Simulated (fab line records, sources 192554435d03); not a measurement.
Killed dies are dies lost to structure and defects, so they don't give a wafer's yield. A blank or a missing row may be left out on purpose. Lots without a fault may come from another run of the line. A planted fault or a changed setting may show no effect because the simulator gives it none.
A struck lot beside a sound one | flow n5_finfet | 37 steps out of a route of 1938
Sound: wafers L620.1, L620.3, L620.5. Struck: wafer L624.4. (L624.1, L624.3 of the same lot were not struck and are left out.) The cause comes at the end.
At each step with rows: each side's tool, then ch and its chambers, then its first start. Under that, the readings that differ: sound wafers | struck wafers | difference of the means | sigmas: that difference in standard deviations of wafers without a fault.
alike: readings whose means differ by less than 2 such deviations, and words and numbers that are the same on both sides. not compared: withheld readings, readings that some wafer has no value for, bounds like >300 that may hide the same value, and numbers for which the record gives no deviation and whose values overlap.
The two part at a step that has a row with sigmas, a row that says differs or no value, or rows on one side only. Numbers that don't overlap but have no deviation are shown without sigmas and don't part them. A reading that every wafer of one side lacks parts them only if that side has two wafers or more.

first, 10 steps without rows for these wafers: N5_BEOL_M7_CURE_75 (cures SiCOH lowk, time 120 s); N5_BEOL_M7_DEGAS_44 (time 60 s); N5_BEOL_M7_PRE_CLEAN_45 (time 30 s); N5_BEOL_M7_ALD_77 (deposits TaN, target thk 2 nm, pulse time 2 s, purge time 3 s); N5_BEOL_M7_SURFACE_TREAT_79; N5_BEOL_M7_CVD_78 (deposits Co from CCTBA/H2, target thk 2 nm, time 142.3 s); N5_BEOL_M7_SPUTTER_48 (material Cu, target thk 10 nm, time 1.667 s); N5_BEOL_M7_ECD_50 (material Cu, target thk 300 nm); N5_BEOL_M7_ANNEAL_51 (time 90 s); N5_BEOL_M7_CMP_52 (polishes, stops on SiCOH lowk, t overpolish 6.9 s, target thk 80 nm).
N5_BEOL_M7_PRE_CLEAN_55: time 15 s.
  sound on pecvd-01 ch 0,1, day 12 05:04; struck on pecvd-01 ch 0, day 13 17:34
  not compared: since_wet_clean_h
then, 1 step without rows for these wafers: N5_BEOL_M7_DEP_56 (deposits SiCN from 3MS/NH3, target thk 10 nm, time 17.5 s).
N5_BEOL_M7_INSPECT_58: inspects for defects (darkfield).
  sound on defect_inspect-02, day 12 05:11; struck on defect_inspect-01, day 13 17:41
  reading          | sound    | struck | difference | sigmas
  raw_defect_count | 96 63 65 | 487    | +412       | +17
then, 12 steps without rows for these wafers: N5_BEOL_M8_ILD_DEP_00 (deposits SiCOH lowk from DEMS/porogen, target thk 179.75 nm, time 33.4 s); N5_BEOL_M8_CURE_74 (cures SiCOH lowk, time 240 s); N5_BEOL_M8_PECVD_70 (deposits SiO2 from TEOS/O2, target thk 20 nm, time 22.7 s); N5_BEOL_M8_HM_DEP_02 (deposits TiN, target thk 20 nm); N5_BEOL_M8_COAT_59 (time 60 s, resist thk 100 nm); N5_BEOL_M8_COAT_60 (time 60 s, resist thk 35 nm); N5_BEOL_M8_COAT_05 (resist thk 90 nm); N5_BEOL_M8_EBR_07; N5_BEOL_M8_SOFTBAKE_06 (time 60 s); N5_BEOL_M8_EXPOSE_08 (exposes mask M8); N5_BEOL_M8_PEB_09 (peb time 60 s); N5_BEOL_M8_DEVELOP_10 (develop time 30 s).
N5_BEOL_M8_INSPECT_13: inspects for defects (brightfield).
  sound on defect_inspect-02, day 12 06:27; struck on defect_inspect-02, day 13 21:23
  reading          | sound       | struck | difference | sigmas
  raw_defect_count | 365 388 509 | 906    | +485       | +5
then, 9 steps without rows for these wafers: N5_BEOL_M8_DESCUM_16 (chemistry O2, time 7.9 s); N5_BEOL_M8_ETCH_61 (etches SiARC in CF4, target depth 45.5 nm, time 75.8 s); N5_BEOL_M8_ETCH_62 (etches SOC in N2/H2, target depth 110 nm, overetch 22 nm, time 165 s); N5_BEOL_M8_STRIP_68 (strips in N2/H2); N5_BEOL_M8_STRIP_67 (strips in CF4); N5_BEOL_M8_HM_OPEN_17 (chemistry Cl2/BCl3, target TiN, target depth 20 nm, overetch 6 nm); N5_BEOL_M8_STRIP_19 (strips in O2); N5_BEOL_M8_COAT_63 (time 60 s, resist thk 60 nm); N5_BEOL_M8_COAT_64 (time 60 s, resist thk 12 nm).
N5_BEOL_M8_INSPECT_30: inspects for defects (brightfield).
  sound on defect_inspect-02, day 12 07:30; struck on defect_inspect-02, day 13 23:56
  reading          | sound       | struck | difference | sigmas
  raw_defect_count | 359 369 468 | 916    | +517       | +5
-- the record jumps here: 3 days lie between the struck wafers' starts before and after (it left off in module BEOL_M8 and takes up again in module PASSIVATION, whose first step shown is number 1936 of the route) --
N5_PASSIVATION_PROBE_49:
  the record has rows for the struck wafers here (prober-01, day 16 20:18) and none for the sound ones

WHERE THEY PART
First at N5_BEOL_M7_INSPECT_58; last, within this record, at N5_PASSIVATION_PROBE_49.

WHY: what the simulator had put in
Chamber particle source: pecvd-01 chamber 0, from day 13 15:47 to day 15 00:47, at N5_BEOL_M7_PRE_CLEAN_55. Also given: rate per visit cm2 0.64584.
